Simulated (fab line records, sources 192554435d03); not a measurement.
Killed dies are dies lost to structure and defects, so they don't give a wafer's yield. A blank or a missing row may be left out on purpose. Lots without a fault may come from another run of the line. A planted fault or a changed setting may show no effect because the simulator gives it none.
Split-lot experiment | flow n5_finfet | 7 lots, 39 wafers read, on a route of 1938 steps

THE SPLIT
At N5_HKMG_FIN_ETCH_35 (etches SOC in N2/H2, target depth 215.8 nm, time 243.4 s), the setting target_depth_a was moved away from the recipe's 2158 angstrom on 12 of the 39 wafers read, by -8.7% to +11.8%. The other wafers ran this setting at the recipe's value.

The reading is taken at the split's own step.

THE READING
HKMG_FIN.feature_depth_nm (the simulator's own value, which no gauge read), in nm, at N5_HKMG_FIN_ETCH_35 (etches SOC in N2/H2, target depth 215.8 nm, time 243.4 s). The file gives no usual value for it. The 27 wafers here that ran the recipe average 215.7 nm, standard deviation 3.6 nm.

wafer  | tool, chamber at the split | target_depth_a as run, angstrom | against the recipe | HKMG_FIN.feature_depth_nm, nm | against lot-mates on the recipe
L076.1 | rie_diel-06, 1             | 2016                            | -6.6%              | 199                           | -18.4
L076.2 | rie_diel-06, 3             | 2016                            | -6.6%              | 206.4                         | -11.0
L076.3 | rie_diel-06, 2             | 2158                            | recipe             | 220.2                         | -
L076.4 | rie_diel-06, 2             | 2158                            | recipe             | 220.8                         | -
L076.5 | rie_diel-06, 3             | 2016                            | -6.6%              | 205.6                         | -11.8
L076.6 | rie_diel-06, 1             | 2158                            | recipe             | 211.2                         | -
L077.1 | rie_diel-06, 0             | 2158                            | recipe             | 214.4                         | -
L077.2 | rie_diel-06, 3             | 2158                            | recipe             | 219                           | -
L077.3 | rie_diel-06, 1             | 2158                            | recipe             | 211.8                         | -
L077.4 | rie_diel-06, 2             | 2158                            | recipe             | 219.4                         | -
L077.5 | rie_diel-06, 3             | 2158                            | recipe             | 219.4                         | -
L077.6 | rie_diel-06, 2             | 2158                            | recipe             | 218                           | -
L087.1 | rie_diel-02, 1             | 2412                            | +11.8%             | 246.4                         | +31.6
L087.2 | rie_diel-02, 3             | 2158                            | recipe             | 213                           | -
L087.3 | rie_diel-02, 0             | 2158                            | recipe             | 217.4                         | -
L087.4 | rie_diel-02, 2             | 2412                            | +11.8%             | 242                           | +27.2
L087.5 | rie_diel-02, 3             | 2158                            | recipe             | 214                           | -
L087.6 | rie_diel-02, 2             | 2412                            | +11.8%             | 241.2                         | +26.4
L088.1 | rie_diel-02, 1             | 2158                            | recipe             | 217                           | -
L088.2 | rie_diel-02, 3             | 2158                            | recipe             | 213.8                         | -
L088.3 | rie_diel-02, 0             | 2158                            | recipe             | 215.6                         | -
L088.4 | rie_diel-02, 2             | 2158                            | recipe             | 216.8                         | -
L088.5 | rie_diel-02, 0             | 2158                            | recipe             | 217                           | -
L088.6 | rie_diel-02, 3             | 2158                            | recipe             | 212                           | -
L090.1 | rie_diel-01, 0             | 2158                            | recipe             | 221.2                         | -
L090.2 | rie_diel-01, 1             | 1971                            | -8.7%              | 195                           | -20.8
L090.3 | rie_diel-01, 3             | 1971                            | -8.7%              | 195.4                         | -20.4
L090.4 | rie_diel-01, 3             | 2158                            | recipe             | 213.2                         | -
L090.5 | rie_diel-01, 0             | 1971                            | -8.7%              | 202.4                         | -13.4
L090.6 | rie_diel-01, 1             | 2158                            | recipe             | 213                           | -
L094.1 | rie_diel-06, 3             | 2003                            | -7.2%              | 203                           | -10.8
L094.2 | rie_diel-06, 1             | 2158                            | recipe             | 210                           | -
L094.3 | rie_diel-06, 0             | 2003                            | -7.2%              | 200.8                         | -13.0
L094.4 | rie_diel-06, 2             | 2158                            | recipe             | 220.2                         | -
L094.5 | rie_diel-06, 1             | 2158                            | recipe             | 211.2                         | -
L094.6 | rie_diel-06, 2             | 2003                            | -7.2%              | 205.6                         | -8.2
L096.3 | rie_diel-01, 2             | 2158                            | recipe             | 213.6                         | -
L096.4 | rie_diel-01, 0             | 2158                            | recipe             | 221                           | -
L096.6 | rie_diel-01, 1             | 2158                            | recipe             | 209.8                         | -

THE FIT
A straight line over all 39 wafers: HKMG_FIN.feature_depth_nm changes by +2.13 nm for each +1% of target_depth_a; r = +0.95; the points scatter about the line by 3.6 nm.
The same after taking each lot's own level away (the mean of its wafers on the recipe; 39 wafers): +2.16 nm for each +1%; r = +0.95; scatter 3.6 nm.
On that fit, the largest move of target_depth_a shifts the reading by 25 nm.
The lots' own levels span 213.80 to 217.40 nm, that is 1.0 times the standard deviation above.
So the lot-to-lot level changes the slope little: the two slopes agree.
Check: with one of the wafers moved furthest among these (+11.8%) left out of the fit, the line predicts +24.7 nm for it against its lot-mates. It came out at +31.6 nm against them.

OTHER SPLITS ON THESE WAFERS
These wafers also went through other splits before the reading. Each is held against what the fit with the lots' levels taken away leaves over:
other split on the same wafers | wafers away from the commonest value | r with HKMG_FIN.feature_depth_nm (lot level and that fit taken away)
N5_FIN_SAQP_FIN_ETCH_36 icp_w  | 18                                   | -0.07
N5_DUMMY_GATE_ETCH_37 source_w | 15                                   | -0.03

THE WHOLE CHAIN: every reading that the file lists as answering this split, in the file's order
step                | what it does                                             | reading                                                                         | change (the file's fit)              | r (the file's)
N5_HKMG_FIN_ETCH_35 | etches SOC in N2/H2, target depth 215.8 nm, time 243.4 s | SOC_of_HKMG_FIN_COAT_29.thk_nm (the simulator's own value, which no gauge read) | -2.14 nm for each +1% of the setting | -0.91
N5_HKMG_FIN_ETCH_35 | etches SOC in N2/H2, target depth 215.8 nm, time 243.4 s | etch.depth_nm (the simulator's own value, which no gauge read)                  | +2.14 nm for each +1% of the setting | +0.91
N5_HKMG_FIN_ETCH_35 | etches SOC in N2/H2, target depth 215.8 nm, time 243.4 s | HKMG_FIN.feature_depth_nm (the simulator's own value, which no gauge read)      | +2.14 nm for each +1% of the setting | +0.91

THE FILE'S OWN FIT
HKMG_FIN.feature_depth_nm changes by +2.14 nm for each +1% of target_depth_a, r = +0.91.
